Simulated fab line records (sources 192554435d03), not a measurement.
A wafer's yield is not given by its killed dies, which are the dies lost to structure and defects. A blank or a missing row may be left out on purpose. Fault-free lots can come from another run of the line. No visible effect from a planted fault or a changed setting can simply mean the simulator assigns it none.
fab line records	flow n5Finfet
record lots=12	wafers=36	lastDay=20
route steps=1938 shown BEOL_M12@1657 BEOL_M13@1669 PASSIVATION@1936
lots that met no fault: taken from a fault-free run of the same line
startH: start of the lot's first displayed wafer, in hours after the record's first day	waitH: how many hours have passed since the lot's step before this one	" identical to the entry in the row above	L1.1+2: one row covering several wafers at once	- either no value or no given start	* or withheld: withheld	< > ~ a bound
route shown NAME@n: a module of which the file shows steps, and the number in the route of the first	usual: the fault-free wafers' mean and standard deviation	same: alike in all rows	chamber/n: place in a boat	sites: the reading at each site	_std_site: how widely they spread, as a standard deviation	_edge_site: inner sites' mean taken away from outer sites' mean	radiusMm: for every site, how far away it sits from the centre of the wafer	mask NAME#n: copy n	behind: tool/chamber where the wafer was last shaped	hold: the reason the lot was held/the length of the hold in hours/how it ended	device: the transistor (n, p or np) that didn't switch	end of line: the route-end tests of the same wafers	step lacking rows: just its recipe	killed: at the first sort, the dies lost to defects and structure; wafer yield is something else	map: shows each die of a wafer: x if killed, . if not, _ if none is there
set.NAME: the setting the step ran with; set.NAME@STEP: the setting that earlier step ran with	model.NAME: the simulator's own value behind a step, which no gauge read
route steps across a sampled set of lots; one table per step, one row per wafer
services: when a tool's chamber went out of use (startH, in hours from the record's first day, below 0 if earlier), for how many hours, and the reason
## steps
# step N5_BEOL_M12_RS_MEAS_54
# recipe thkMeasGauge=four-point-probe	reads=Cu_of_BEOL_M12_ECD_47+Ta_of_BEOL_M12_SPUTTER_44+TaN_of_BEOL_M12_SPUTTER_43
# usual M12_RS=0.0603/0.00085
lot.wafer	tool	chamber	startH	waitH	M12_RS[ohm/sq]
L741.2	filmMetro-02	-	275.38	0.0	0.0605
L741.3	"	-	"	"	0.0627
L741.5	"	-	"	"	0.0615
L744.4	filmMetro-01	-	298.54	0.0	0.0585
L744.5	"	-	"	"	0.0591
L744.6	"	-	"	"	0.0616
L745.1	filmMetro-02	-	298.86	0.0	0.0597
L745.2	"	-	"	"	0.0584
L745.6	"	-	"	"	0.0587
L743.2	filmMetro-01	-	304.75	0.0	0.0603
L743.3	"	-	"	"	0.0594
L743.5	"	-	"	"	0.0597
L748.2	filmMetro-02	-	305.21	0.0	0.0579
L748.5	"	-	"	"	0.0590
L748.6	"	-	"	"	0.0606
L747.3	filmMetro-02	-	313.16	0.0	0.0615
L747.4	"	-	"	"	0.0608
L747.6	"	-	"	"	0.0606
L755.1	filmMetro-01	-	381.64	0.0	0.0611
L755.2	"	-	"	"	0.0610
L755.4	"	-	"	"	0.0614
L756.1	filmMetro-02	-	389.23	0.0	0.0610
L756.2	"	-	"	"	0.0593
L756.6	"	-	"	"	0.0602
L757.2	filmMetro-02	-	414.35	0.0	0.0590
L757.4	"	-	"	"	0.0595
L757.6	"	-	"	"	0.0590
L759.3	filmMetro-02	-	421.38	0.0	0.0602
L759.4	"	-	"	"	0.0589
L759.5	"	-	"	"	0.0598
L762.1	filmMetro-02	-	421.86	0.0	0.0606
L762.4	"	-	"	"	0.0602
L762.5	"	-	"	"	0.0600
L763.1	filmMetro-01	-	441.47	0.0	0.0609
L763.4	"	-	"	"	0.0602
L763.6	"	-	"	"	0.0605
# step N5_BEOL_M13_CD_MEAS_10
# recipe targetCdNm=190	landingEnergyEv=500	detector=seInlens	polarity=opening
# usual cdNm=190.2/1.3
lot.wafer	tool	chamber	startH	waitH	cdNm
L741.2	cdSem-03	0	276.03	-	191.3
L741.3	"	0	"	"	191.5
L741.5	"	0	"	"	191.4
L744.4	cdSem-03	0	299.18	-	191.5
L744.5	"	0	"	"	190.9
L744.6	"	0	"	"	191.9
L745.1	cdSem-03	0	299.50	-	191.6
L745.2	"	0	"	"	191.1
L745.6	"	0	"	"	190.3
L743.2	cdSem-01	0	305.27	-	190.7
L743.3	"	0	"	"	190.1
L743.5	"	0	"	"	189.7
L748.2	cdSem-03	0	305.86	-	189.5
L748.5	"	0	"	"	189.5
L748.6	"	0	"	"	189.0
L747.3	cdSem-03	0	313.81	-	189.8
L747.4	"	0	"	"	190.6
L747.6	"	0	"	"	189.5
L755.1	cdSem-01	0	382.29	-	190.0
L755.2	"	0	"	"	190.9
L755.4	"	0	"	"	189.6
L756.1	cdSem-02	0	389.81	-	190.6
L756.2	"	0	"	"	190.2
L756.6	"	0	"	"	190.4
L757.2	cdSem-01	0	414.87	-	189.6
L757.4	"	0	"	"	190.6
L757.6	"	0	"	"	189.4
L759.3	cdSem-01	0	421.90	-	191.7
L759.4	"	0	"	"	192.9
L759.5	"	0	"	"	192.6
L762.1	cdSem-03	0	422.51	-	191.5
L762.4	"	0	"	"	192.0
L762.5	"	0	"	"	192.2
L763.1	cdSem-01	0	442.05	-	188.2
L763.4	"	0	"	"	189.0
L763.6	"	0	"	"	188.3
# step N5_BEOL_M13_PEB_26
# recipe pebTempC=130	pebTimeS=90
lot.wafer	tool	chamber	startH	waitH
L741.2+3+5	lithoTrack-01	0	276.99	0.0
L744.4+5+6	lithoTrack-04	0	300.20	0.0
L745.1+2+6	lithoTrack-04	0	300.33	0.1
L743.2+3+5	lithoTrack-04	0	306.29	0.0
L748.2+5+6	lithoTrack-01	0	307.39	0.0
L747.3+4+6	lithoTrack-05	0	314.76	0.0
L755.1+2+4	lithoTrack-01	0	383.11	0.1
L756.1+2+6	lithoTrack-01	0	390.77	0.1
L757.2+4+6	lithoTrack-01	0	415.89	0.0
L759.3+4+5	lithoTrack-04	0	422.73	0.0
L762.1+4+5	lithoTrack-04	0	423.50	0.1
L763.1+4+6	lithoTrack-05	0	443.00	0.1
# step N5_BEOL_M13_CD_MEAS_28
# recipe targetCdNm=209.5	landingEnergyEv=500	detector=seInlens
# usual cdNm=209.1/1
lot.wafer	tool	chamber	startH	waitH	cdNm
L741.2	cdSem-02	0	277.10	-	209.3
L741.3	"	0	"	"	209.8
L741.5	"	0	"	"	209.1
L744.4	cdSem-02	0	300.32	-	207.0
L744.5	"	0	"	"	208.4
L744.6	"	0	"	"	209.0
L745.1	cdSem-01	0	300.44	-	208.4
L745.2	"	0	"	"	207.6
L745.6	"	0	"	"	208.4
L743.2	cdSem-03	0	306.41	-	209.6
L743.3	"	0	"	"	208.4
L743.5	"	0	"	"	209.7
L748.2	cdSem-03	0	307.51	-	209.5
L748.5	"	0	"	"	208.7
L748.6	"	0	"	"	209.5
L747.3	cdSem-03	0	314.88	-	208.4
L747.4	"	0	"	"	209.3
L747.6	"	0	"	"	208.1
L755.1	cdSem-03	0	383.23	-	212.3
L755.2	"	0	"	"	212.0
L755.4	"	0	"	"	212.4
L756.1	cdSem-03	0	390.89	-	212.7
L756.2	"	0	"	"	214.2
L756.6	"	0	"	"	213.5
L757.2	cdSem-02	0	416.01	-	211.9
L757.4	"	0	"	"	210.8
L757.6	"	0	"	"	212.2
L759.3	cdSem-01	0	422.85	-	209.4
L759.4	"	0	"	"	208.9
L759.5	"	0	"	"	209.6
L762.1	cdSem-02	0	423.61	-	210.2
L762.4	"	0	"	"	209.4
L762.5	"	0	"	"	210.7
L763.1	cdSem-03	0	443.12	-	209.4
L763.4	"	0	"	"	209.6
L763.6	"	0	"	"	209.9
# step N5_BEOL_M13_DEGAS_41
# recipe ambient=vacuum	tempC=250	timeS=60
# usual heaterPowerW=315/41
lot.wafer	tool	chamber	startH	waitH	heaterPowerW
L741.2	pvdSputter-02	-	278.47	0.2	295
L741.3	"	-	"	"	348
L741.5	"	-	"	"	317
L744.4	pvdSputter-02	-	303.02	0.3	302
L744.5	"	-	"	"	282
L744.6	"	-	"	"	314
L745.1	pvdSputter-01	-	303.18	0.3	293
L745.2	"	-	"	"	303
L745.6	"	-	"	"	288
L743.2	pvdSputter-01	-	308.44	0.1	289
L743.3	"	-	"	"	348
L743.5	"	-	"	"	307
L748.2	pvdSputter-02	-	309.54	0.7	348
L748.5	"	-	"	"	302
L748.6	"	-	"	"	351
L747.3	pvdSputter-01	-	317.00	0.2	311
L747.4	"	-	"	"	307
L747.6	"	-	"	"	290
L755.1	pvdSputter-03	-	388.74	0.1	253
L755.2	"	-	"	"	316
L755.4	"	-	"	"	278
L756.1	pvdSputter-03	-	392.11	0.0	409
L756.2	"	-	"	"	284
L756.6	"	-	"	"	282
L757.2	pvdSputter-02	-	417.30	0.2	321
L757.4	"	-	"	"	356
L757.6	"	-	"	"	286
L759.3	pvdSputter-03	-	426.69	0.4	309
L759.4	"	-	"	"	244
L759.5	"	-	"	"	309
L762.1	pvdSputter-02	-	434.52	0.2	354
L762.4	"	-	"	"	318
L762.5	"	-	"	"	348
L763.1	pvdSputter-03	-	449.11	0.2	250
L763.4	"	-	"	"	311
L763.6	"	-	"	"	272
# step N5_PASSIVATION_PROBE_49
# usual defectLimitedYield=90.9/1.3	killed_at_M0_to_M3=36/11	killed_at_M4_up=13/5.1	killedAtContacts=14/4.9	killedAtFrontEnd=41/10	killedAtOther=3.4/2.6	killedDies=107/16	killedOpen=70/11	killedShort=36/7.8	sort_bin_5_function=5.4/0.84	sort_bin_6_memory=3.4/0.67	sort_bin_8_speed=0.00/0.0099	sortNPass=1073/16	sortYieldPct=90.9/1.3
# same grossDies=1180	killedAtBackSide=0	sort_bin_4_leakage[%]=0
lot.wafer	tool	chamber	startH	waitH	defectLimitedYield[%]	killed_at_M0_to_M3	killed_at_M4_up	killedAtContacts	killedAtFrontEnd	killedAtOther	killedDies	killedOpen	killedShort	sort_bin_5_function[%]	sort_bin_6_memory[%]	sort_bin_8_speed[%]	sortNPass	sortYieldPct[%]
L759.3	prober-01	-	462.46	0.1	91.4	36	10	11	40	4	101	74	26	5.9	2.4	0	1079	91.4
L759.4	prober-01	-	462.51	0.2	90.3	48	7	15	42	3	115	79	34	5.3	4.1	0	1065	90.3
L759.5	prober-01	-	462.56	0.2	87.3	66	12	16	49	7	150	92	56	6.9	4.8	0	1030	87.3
# killed by level:class
L759.3 BEOL_M0_SAQP:geometricParticle:open=12 STI_FIN_REVEAL:geometricParticle:open=10 FIN_SAQP:geometricParticle:open=8 DUMMY_GATE:geometricParticle:open=8 MOL_CONTACT_COAG:geometricParticle:open=8 BEOL_M2:geometricParticle:open=7 BEOL_M1:geometricParticle:open=6 FIN_SAQP:geometricParticle:short=5
L759.4 BEOL_M0_SAQP:geometricParticle:open=15 BEOL_M0_SAQP:geometricParticle:short=12 MOL_CONTACT_COAG:geometricParticle:open=10 STI_FIN_REVEAL:geometricParticle:open=9 FIN_SAQP:geometricParticle:open=8 DUMMY_GATE:geometricParticle:open=8 BEOL_M1:geometricParticle:open=8 BEOL_M2:geometricParticle:open=7
L759.5 FIN_SAQP:geometricParticle:open=16 BEOL_M0_SAQP:geometricParticle:short=16 BEOL_M0_SAQP:geometricParticle:open=14 BEOL_M2:geometricParticle:short=13 FIN_SAQP:geometricParticle:short=10 DUMMY_GATE:geometricParticle:open=10 MOL_CONTACT_COAG:geometricParticle:open=10 BEOL_M1:geometricParticle:open=9
## services
tool	chamber	startH	hours	kind
lithoTrack-05	-	381.05	-	consumableReplace:filter
lithoTrack-04	-	391.04	-	consumableReplace:filter
pvdSputter-02	-	446.64	2.0	repair
## key
firstSign step=N5_BEOL_M13_CD_MEAS_28	reading=cdNm	direction=up	sigmas=3.3	usual=209.1	struck=212.5	through=controlLoop
effect none on later readings
metAt N5_BEOL_M13_PEB_26
struckLots L755,L756,L757
loopTrim step=N5_BEOL_M13_EXPOSE_25	setting=dose	lots=L757
notActingAt N5_BEOL_M12_RS_MEAS_54,N5_BEOL_M13_CD_MEAS_10,N5_BEOL_M13_DEGAS_41
onsetBetween 307.39 383.11
fault kind=processParameterDrift	tool=lithoTrack-01	chamber=-	onsetH=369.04	steps=N5_BEOL_M13_PEB_26	channel=pebTimeS	offset=*	shape=step	endH=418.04	actsIn=*	stated=*
# loopTrim: a control loop set the setting to another value than it would have without faults
